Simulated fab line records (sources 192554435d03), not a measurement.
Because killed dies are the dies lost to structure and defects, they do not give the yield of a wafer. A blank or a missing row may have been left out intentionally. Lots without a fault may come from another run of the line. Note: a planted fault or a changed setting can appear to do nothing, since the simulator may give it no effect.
Chamber matching -- flow n5-finfet -- 4 sister chambers for N5_BEOL_M9_ALD_74 on ald-metal-02
The step deposits TaN, target thk 2 nm, pulse time 2 s, purge time 3 s. 4 wafers are shown with their chamber, then 8 later ones without.

== EACH WAFER AND ITS CHAMBER ==
wafer,chamber,heater-power-w (W)
L085.6,1,373
L086.1,2,542
L086.5,0,433
L087.1,3,446

== WAFERS MISSING THEIR CHAMBER ==
wafer,heater-power-w (W)
L087.2,409
L087.3,544
L092.2,370
L092.4,436
L092.5,417
L097.3,446
L097.4,381
L097.6,377

== EACH ONE'S CHAMBER ==
wafer,from the rows above,in truth
L087.2,can't be placed: 0 or 1 or 3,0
L087.3,2,2
L092.2,1,1
L092.4,can't be placed: 0 or 3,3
L092.5,can't be placed: 0 or 3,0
L097.3,can't be placed: 3 or 0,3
L097.4,1,1
L097.6,1,1
Placed correctly: 4 of 8. Cannot be placed on the basis of these rows: 4; the candidates contain the true chamber in 4. 0 placed wrongly.
How it was worked out, from the rows above alone: a wafer's distance from a chamber is the root of the sum, over the readings, of the square of ((its reading less the chamber's mean) divided by the reading's scatter). If the next closest chamber is less than 2 further off than the closest, the wafer can't be placed; otherwise it belongs to the closest. A chamber's mean is the mean of its shown wafers. The scatter: with one shown wafer a chamber, the root of the mean of the squares of how far each hidden wafer lies from its nearest shown one.
